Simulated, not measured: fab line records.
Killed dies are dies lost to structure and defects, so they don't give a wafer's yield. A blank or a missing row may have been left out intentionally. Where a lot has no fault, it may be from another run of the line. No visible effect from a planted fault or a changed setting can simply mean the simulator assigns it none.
Lot-split experiment | flow n5Finfet | 21 wafers read across 7 lots, on a route 1938 steps long

THE SPLIT ITSELF
At N5_BEOL_M4_TRENCH_ETCH_37 (etches SiOC in C4F6/O2, target depth 55.555 nm, time 29.2 s), the setting timeS was moved away from the recipe's 29.2 s on 7 of the 21 wafers read, by -16.4% to +14.1%. For the rest of the wafers, this setting stayed at what the recipe calls for.

FROM THE SPLIT TO THE READING: what the file shows between them, 2 steps
- N5_BEOL_M4_ETCH_41: etches SiCN in CH3F/O2, target depth 29.9 nm, time 52.5 s
- N5_BEOL_M4_STRIP_97: strips in N2/H2, time 10 s

THE READING
trenchDepthNm, in nm, at N5_BEOL_M4_OCD_MEAS_38. On this fab line, fault-free wafers typically give 56.0 nm with a standard deviation of 1.2 nm.

wafer  | tool, chamber at the split | timeS as run, s | against the recipe | trenchDepthNm, nm | against lot-mates on the recipe
L077.2 | rieDiel-03, 0              | 29.2            | recipe             | 53.7              | -
L077.3 | rieDiel-03, 2              | 24.92           | -14.7%             | 45.8              | -8.6
L077.4 | rieDiel-03, 0              | 29.2            | recipe             | 55.1              | -
L080.2 | rieDiel-04, 3              | 32.81           | +12.4%             | 62.6              | +6.6
L080.4 | rieDiel-04, 2              | 32.81           | +12.4%             | 63.1              | +7.1
L080.5 | rieDiel-04, 3              | 29.2            | recipe             | 56.0              | -
L084.1 | rieDiel-04, 1              | 29.2            | recipe             | 56.0              | -
L084.2 | rieDiel-04, 0              | 29.2            | recipe             | 56.4              | -
L084.4 | rieDiel-04, 2              | 29.2            | recipe             | 56.9              | -
L085.2 | rieDiel-05, 2              | 33.31           | +14.1%             | 65.6              | +10.3
L085.4 | rieDiel-05, 3              | 33.31           | +14.1%             | 62.0              | +6.7
L085.5 | rieDiel-05, 3              | 29.2            | recipe             | 55.3              | -
L087.2 | rieDiel-04, 1              | 29.2            | recipe             | 57.3              | -
L087.3 | rieDiel-04, 2              | 29.2            | recipe             | 57.0              | -
L087.5 | rieDiel-04, 0              | 29.2            | recipe             | 57.3              | -
L091.1 | rieDiel-04, 1              | 24.42           | -16.4%             | 48.1              | -8.8
L091.4 | rieDiel-04, 0              | 24.42           | -16.4%             | 47.4              | -9.5
L091.6 | rieDiel-04, 1              | 29.2            | recipe             | 56.9              | -
L090.2 | rieDiel-03, 0              | 29.2            | recipe             | 54.5              | -
L090.3 | rieDiel-03, 1              | 29.2            | recipe             | 57.4              | -
L090.5 | rieDiel-03, 2              | 29.2            | recipe             | 54.3              | -

FIT RESULTS
A straight line over all 21 wafers: trenchDepthNm changes by +0.557 nm for each +1% of timeS; r = +0.97; the points scatter about the line by 1.3 nm.
The same after taking each lot's own level away (the mean of its wafers on the recipe; 21 wafers): +0.574 nm for each +1%; r = +0.98; scatter 0.89 nm.
The reading moves by 9.4 nm for the largest change in timeS, on that fit.
Across the lots, their own levels run from 54.40 to 57.20 nm, a range of 2.3 times the standard deviation given above.
Hence the lot-to-lot level has little effect on the slope; both slopes agree.
Check: for one of the wafers moved furthest among these (-16.4%), held out of the fit, the line's prediction against its lot-mates is -9.55 nm. Against them it came out at -8.8 nm.

OTHER SPLITS ON THESE WAFERS
Note: prior to the reading, these wafers also went through further splits. Each is held against what the fit with the lots' levels taken away leaves over:
other split on the same wafers | wafers away from the commonest value | r with trenchDepthNm (lot level and that fit taken away)
N5_BEOL_M2_DESCUM_16 timeS     | 7                                    | +0.04

THE WHOLE CHAIN: every reading that the file lists as answering this split, in the file's order
step                      | what it does                                                | reading                                                                 | change (the file's fit)               | r (the file's)
N5_BEOL_M4_TRENCH_ETCH_37 | etches SiOC in C4F6/O2, target depth 55.555 nm, time 29.2 s | etch.depthNm (the simulator's own value, which no gauge read)           | +0.591 nm for each +1% of the setting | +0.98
N5_BEOL_M4_TRENCH_ETCH_37 | etches SiOC in C4F6/O2, target depth 55.555 nm, time 29.2 s | BEOL_M4.featureDepthNm (the simulator's own value, which no gauge read) | +0.587 nm for each +1% of the setting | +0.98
N5_BEOL_M4_OCD_MEAS_38    |                                                             | trenchDepthNm                                                           | +0.576 nm for each +1% of the setting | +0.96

THE FILE'S OWN FIT
trenchDepthNm changes by +0.576 nm for each +1% of timeS, r = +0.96.
